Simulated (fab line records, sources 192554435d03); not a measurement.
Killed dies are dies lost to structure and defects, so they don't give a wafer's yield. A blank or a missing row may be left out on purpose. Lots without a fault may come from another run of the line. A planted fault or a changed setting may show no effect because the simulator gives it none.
Chamber matching | flow n5_finfet | N5_BEOL_M1_DESCUM_33 on rie_diel-04: 4 sister chambers
The step chemistry O2, time 7 s. 8 wafers are shown with their chamber, then 8 later ones without.

WAFERS WITH THEIR CHAMBER
wafer  | chamber | showerhead_plenum_p_Torr (Torr) | throttle_valve_pct (%)
L076.5 | 0       | 2.06                            | 20.60
L084.1 | 2       | 2.12                            | 19.93
L087.4 | 0       | 2.05                            | 20.64
L087.5 | 3       | 1.98                            | 20.28
L090.2 | 1       | 1.92                            | 20.27
L090.4 | 3       | 1.98                            | 20.28
L090.5 | 2       | 2.12                            | 19.95
L093.1 | 1       | 1.92                            | 20.27

WAFERS WITHOUT THEIR CHAMBER
wafer  | showerhead_plenum_p_Torr (Torr) | throttle_valve_pct (%)
L093.2 | 1.98                            | 20.28
L093.6 | 1.92                            | 20.26
L096.3 | 2.12                            | 19.98
L096.4 | 2.12                            | 19.97
L096.6 | 1.98                            | 20.28
L097.2 | 2.05                            | 20.29
L097.3 | 1.92                            | 20.28
L097.5 | 1.92                            | 20.29

WHICH CHAMBER EACH WENT THROUGH
wafer  | from the rows above     | in truth
L093.2 | 3                       | 3
L093.6 | 1                       | 1
L096.3 | 2                       | 2
L096.4 | 2                       | 2
L096.6 | 3                       | 3
L097.2 | can't be placed: 3 or 0 | 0
L097.3 | 1                       | 1
L097.5 | 1                       | 1
Placed correctly: 7 of 8. Can't be placed from these rows: 1 (the true chamber is among the candidates in 1). Placed wrongly: 0.
How it was worked out, from the rows above alone: a wafer's distance from a chamber is the root of the sum, over the readings, of the square of ((its reading less the chamber's mean) divided by the reading's scatter). The wafer belongs to the nearest chamber; if the next one is less than 2 further off, it can't be placed. A chamber's mean is the mean of its shown wafers. The scatter: the root of (the sum of the squares of (reading less its chamber's mean) over the shown wafers, divided by (wafers less chambers)).
